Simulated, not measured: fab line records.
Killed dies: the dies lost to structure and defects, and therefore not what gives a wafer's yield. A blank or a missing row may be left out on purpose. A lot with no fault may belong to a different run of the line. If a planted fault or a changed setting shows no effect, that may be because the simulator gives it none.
Which tool was responsible? || flow n5-finfet || Sampling: 10 lots, 30 wafers, 5 of 1938 route steps

WHAT EACH GAUGE READ, for each wafer
N5_FIN_CUT_OVL_MEAS_09.
{"lot": "L075", "measured": "day 2 10:13", "on": "overlay-01", "FIN_CUT_OVL (nm)": "-0.5 1.0 0.2"}
{"lot": "L077", "measured": "day 2 21:59", "on": "overlay-01", "FIN_CUT_OVL (nm)": "0.0 0.2 0.5"}
{"lot": "L079", "measured": "day 3 09:54", "on": "overlay-01", "FIN_CUT_OVL (nm)": "-0.6 -0.5 -2.0"}
{"lot": "L082", "measured": "day 4 03:54", "on": "overlay-01", "FIN_CUT_OVL (nm)": "-0.6 -1.0 -1.8"}
{"lot": "L085", "measured": "day 4 21:28", "on": "overlay-01", "FIN_CUT_OVL (nm)": "-0.6 0.8 -0.3"}
{"lot": "L087", "measured": "day 5 07:56", "on": "overlay-01", "FIN_CUT_OVL (nm)": "-0.8 0.4 -0.8"}
{"lot": "L089", "measured": "day 5 21:44", "on": "overlay-01", "FIN_CUT_OVL (nm)": "0.4 -0.4 -0.2"}
{"lot": "L091", "measured": "day 6 09:37", "on": "overlay-01", "FIN_CUT_OVL (nm)": "-0.4 -0.3 -0.5"}
{"lot": "L093", "measured": "day 6 21:58", "on": "overlay-02", "FIN_CUT_OVL (nm)": "-0.3 0.1 -0.5"}
{"lot": "L096", "measured": "day 7 14:45", "on": "overlay-01", "FIN_CUT_OVL (nm)": "0.0 0.0 -0.9"}

EACH LOT AND THE TOOL THAT RAN IT (in order: tool; ch and the chambers of the sampled wafers; start)
{"lot": "L075", "N5_ZERO_LAYER_STRIP_24": "plasma-asher-01 ch 0,1, day 1 18:55", "N5_PMOS_HMC_CHANNEL_EPI_EPI_26": "epi-rpcvd-01 ch 0, day 2 02:58", "N5_FIN_SAQP_DESCUM_21": "rie-diel-05 ch 0,1, day 2 05:01", "N5_FIN_SAQP_ETCH_57": "rie-diel-06 ch 1,2, day 2 07:38"}
{"lot": "L077", "N5_ZERO_LAYER_STRIP_24": "plasma-asher-01 ch 0,1, day 2 07:16", "N5_PMOS_HMC_CHANNEL_EPI_EPI_26": "epi-rpcvd-02 ch 0, day 2 13:59", "N5_FIN_SAQP_DESCUM_21": "rie-diel-05 ch 0,1,3, day 2 16:53", "N5_FIN_SAQP_ETCH_57": "rie-diel-05 ch 0,1,2, day 2 19:18"}
{"lot": "L079", "N5_ZERO_LAYER_STRIP_24": "plasma-asher-01 ch 0,1, day 2 18:55", "N5_PMOS_HMC_CHANNEL_EPI_EPI_26": "epi-rpcvd-01 ch 0, day 3 01:48", "N5_FIN_SAQP_DESCUM_21": "rie-diel-05 ch 0,2, day 3 04:14", "N5_FIN_SAQP_ETCH_57": "rie-diel-05 ch 1,2,3, day 3 07:28"}
{"lot": "L082", "N5_ZERO_LAYER_STRIP_24": "plasma-asher-01 ch 1, day 3 13:08", "N5_PMOS_HMC_CHANNEL_EPI_EPI_26": "epi-rpcvd-04 ch 0, day 3 20:17", "N5_FIN_SAQP_DESCUM_21": "rie-diel-05 ch 0,2,3, day 3 22:38", "N5_FIN_SAQP_ETCH_57": "rie-diel-06 ch 1,2,3, day 4 00:41"}
{"lot": "L085", "N5_ZERO_LAYER_STRIP_24": "plasma-asher-01 ch 0,1, day 4 07:03", "N5_PMOS_HMC_CHANNEL_EPI_EPI_26": "epi-rpcvd-02 ch 0, day 4 13:59", "N5_FIN_SAQP_DESCUM_21": "rie-diel-06 ch 1,2, day 4 15:55", "N5_FIN_SAQP_ETCH_57": "rie-diel-06 ch 1,3, day 4 18:59"}
{"lot": "L087", "N5_ZERO_LAYER_STRIP_24": "plasma-asher-01 ch 0,1, day 4 18:56", "N5_PMOS_HMC_CHANNEL_EPI_EPI_26": "epi-rpcvd-02 ch 0, day 5 01:18", "N5_FIN_SAQP_DESCUM_21": "rie-diel-06 ch 1,2,3, day 5 03:05", "N5_FIN_SAQP_ETCH_57": "rie-diel-06 ch 1,2,3, day 5 05:12"}
{"lot": "L089", "N5_ZERO_LAYER_STRIP_24": "plasma-asher-02 ch 0,1, day 5 07:05", "N5_PMOS_HMC_CHANNEL_EPI_EPI_26": "epi-rpcvd-02 ch 0, day 5 14:32", "N5_FIN_SAQP_DESCUM_21": "rie-diel-05 ch 1,3, day 5 16:22", "N5_FIN_SAQP_ETCH_57": "rie-diel-06 ch 2,3, day 5 19:05"}
{"lot": "L091", "N5_ZERO_LAYER_STRIP_24": "plasma-asher-02 ch 0,1, day 5 19:08", "N5_PMOS_HMC_CHANNEL_EPI_EPI_26": "epi-rpcvd-02 ch 0, day 6 02:36", "N5_FIN_SAQP_DESCUM_21": "rie-diel-06 ch 1,2,3, day 6 04:49", "N5_FIN_SAQP_ETCH_57": "rie-diel-05 ch 1,2,3, day 6 07:01"}
{"lot": "L093", "N5_ZERO_LAYER_STRIP_24": "plasma-asher-01 ch 0,1, day 6 07:01", "N5_PMOS_HMC_CHANNEL_EPI_EPI_26": "epi-rpcvd-02 ch 0, day 6 14:08", "N5_FIN_SAQP_DESCUM_21": "rie-diel-06 ch 0,1, day 6 16:02", "N5_FIN_SAQP_ETCH_57": "rie-diel-04 ch 0,1,2, day 6 18:19"}
{"lot": "L096", "N5_ZERO_LAYER_STRIP_24": "plasma-asher-01 ch 0,1, day 7 01:07", "N5_PMOS_HMC_CHANNEL_EPI_EPI_26": "epi-rpcvd-04 ch 0, day 7 08:13", "N5_FIN_SAQP_DESCUM_21": "rie-diel-04 ch 0,1,2, day 7 10:04", "N5_FIN_SAQP_ETCH_57": "rie-diel-06 ch 0,1,3, day 7 12:19"}
- N5_ZERO_LAYER_STRIP_24: strips in O2.
- N5_PMOS_HMC_CHANNEL_EPI_EPI_26: deposits Si from SiH4/H2, target thk 3.8 nm, time 22.7 s.
- N5_FIN_SAQP_DESCUM_21: chemistry O2, time 7.9 s.
- N5_FIN_SAQP_ETCH_57: etches SiNx in CH3F/O2, target depth 32.5 nm, time 46.4 s.

THE ANSWER, worked out from the rows above alone
Rule: the usual values come from the lots themselves. Put in order of their means at a reading, lots are off if they are a third of the lots or fewer, leave a main group of 4 or more, and stand apart from it by a gap of 3 or more times the standard deviation of the main group's means; of several such gaps the widest counts. A main group whose means are all the same, to the digits that the tables above print for the reading, isn't used. Also off: a lot with no number at a reading for which 4 or more lots have one. The other lots that the step has rows for count as sound.
No lot is off on any of the readings shown, so nothing can be concluded from this.

WHAT WAS PUT IN BY THE SIMULATOR
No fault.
